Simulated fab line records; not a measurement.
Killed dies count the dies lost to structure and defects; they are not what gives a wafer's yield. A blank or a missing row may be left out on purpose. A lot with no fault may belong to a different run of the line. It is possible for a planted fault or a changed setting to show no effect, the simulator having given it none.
Split-lot trial	flow n5-finfet	on a route of 1938 steps: 7 lots, 39 wafers read

== SPLIT DETAILS ==
At N5_SD_EPI_P_EPI_21 (deposits SiGe:B, time 355 s), the setting dopant-conc-cm3 was moved away from the recipe's 3e+20 on 15 of the 39 wafers read, by -13.0% to +16.0%. For the rest of the wafers, this setting stayed at what the recipe calls for.

== FROM THE SPLIT TO THE READING: what the file shows between them, 3 steps ==
- N5_SD_EPI_P_HM_STRIP_48: strips SiNx in H3PO4, material SiNx, target depth 3 nm
- N5_SD_ACTIVATION_RTA_00: time 0 s
- N5_SD_ACTIVATION_LSA_01: time 0.0008 s

== THE READING ==
Measured at N5_SD_ACTIVATION_RS_MEAS_03 by four-point probe: RS_SD_P, in ohm/sq. Typical for fault-free wafers on this fab line: 56.5 ohm/sq, with standard deviation 0.82 ohm/sq.

wafer	tool, chamber at the split	dopant-conc-cm3 as run	against the recipe	RS_SD_P, ohm/sq	against lot-mates on the recipe
L078.1	epi-rpcvd-02, 0	3.178e+20	+5.9%	53.2	-2.6
L078.2	epi-rpcvd-02, 0	3e+20	recipe	55.9	-
L078.3	epi-rpcvd-02, 0	3.178e+20	+5.9%	52.9	-2.9
L078.4	epi-rpcvd-02, 0	3.178e+20	+5.9%	53.1	-2.7
L078.5	epi-rpcvd-02, 0	3e+20	recipe	55.1	-
L078.6	epi-rpcvd-02, 0	3e+20	recipe	56.3	-
L082.1	epi-rpcvd-01, 0	2.684e+20	-10.5%	63.1	+6.1
L082.2	epi-rpcvd-01, 0	2.684e+20	-10.5%	62.7	+5.7
L082.3	epi-rpcvd-01, 0	2.684e+20	-10.5%	63.2	+6.2
L082.4	epi-rpcvd-01, 0	3e+20	recipe	56.8	-
L082.5	epi-rpcvd-01, 0	3e+20	recipe	57.4	-
L082.6	epi-rpcvd-01, 0	3e+20	recipe	56.8	-
L085.1	epi-rpcvd-04, 0	3.48e+20	+16.0%	49.1	-7.5
L085.2	epi-rpcvd-04, 0	3.48e+20	+16.0%	49.7	-6.9
L085.3	epi-rpcvd-04, 0	3e+20	recipe	56.5	-
L085.4	epi-rpcvd-04, 0	3.48e+20	+16.0%	49.8	-6.8
L085.5	epi-rpcvd-04, 0	3e+20	recipe	56.0	-
L085.6	epi-rpcvd-04, 0	3e+20	recipe	57.4	-
L088.4	epi-rpcvd-02, 0	3e+20	recipe	58.0	-
L088.5	epi-rpcvd-02, 0	3e+20	recipe	57.5	-
L088.6	epi-rpcvd-02, 0	3e+20	recipe	58.2	-
L089.1	epi-rpcvd-01, 0	3e+20	recipe	55.9	-
L089.2	epi-rpcvd-01, 0	2.848e+20	-5.1%	59.9	+3.2
L089.3	epi-rpcvd-01, 0	2.848e+20	-5.1%	59.4	+2.7
L089.4	epi-rpcvd-01, 0	2.848e+20	-5.1%	59.6	+2.9
L089.5	epi-rpcvd-01, 0	3e+20	recipe	56.7	-
L089.6	epi-rpcvd-01, 0	3e+20	recipe	57.4	-
L090.1	epi-rpcvd-02, 0	3e+20	recipe	55.8	-
L090.2	epi-rpcvd-02, 0	3e+20	recipe	57.0	-
L090.3	epi-rpcvd-02, 0	2.609e+20	-13.0%	65.2	+8.6
L090.4	epi-rpcvd-02, 0	3e+20	recipe	57.1	-
L090.5	epi-rpcvd-02, 0	2.609e+20	-13.0%	63.5	+6.9
L090.6	epi-rpcvd-02, 0	2.609e+20	-13.0%	65.5	+8.9
L095.1	epi-rpcvd-02, 0	3e+20	recipe	56.8	-
L095.2	epi-rpcvd-02, 0	3e+20	recipe	56.6	-
L095.3	epi-rpcvd-02, 0	3e+20	recipe	56.8	-
L095.4	epi-rpcvd-02, 0	3e+20	recipe	55.8	-
L095.5	epi-rpcvd-02, 0	3e+20	recipe	55.5	-
L095.6	epi-rpcvd-02, 0	3e+20	recipe	55.5	-

THE FIT
A straight line over all 39 wafers: RS_SD_P changes by -0.537 ohm/sq for each +1% of dopant-conc-cm3; r = -0.97; the points scatter about the line by 0.88 ohm/sq.
The same after taking each lot's own level away (the mean of its wafers on the recipe; 39 wafers): -0.521 ohm/sq for each +1%; r = -0.98; scatter 0.69 ohm/sq.
The reading moves by 8.3 ohm/sq for the largest change in dopant-conc-cm3, on that fit.
The lots' own levels span 55.77 to 57.90 ohm/sq, that is 2.6 times the standard deviation above.
The two slopes are in agreement: the lot-to-lot level therefore moves the slope only a little.
Check: -8.16 ohm/sq against its lot-mates is what the line predicts for one of the wafers moved furthest among these (+16.0%) when that wafer is left out of the fit. Against them it came out at -7.53 ohm/sq.

== ADDITIONAL SPLITS CARRIED BY THESE WAFERS ==
Note: prior to the reading, these wafers also went through further splits. Each is held against what the fit with the lots' levels taken away leaves over:
other split on the same wafers	wafers away from the commonest value	r with RS_SD_P (lot level and that fit taken away)
N5_DUMMY_GATE_ETCH_32 time-s	18	-0.29

== FILE'S OWN FIT ==
RS_SD_P changes by -0.525 ohm/sq for each +1% of dopant-conc-cm3, r = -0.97.
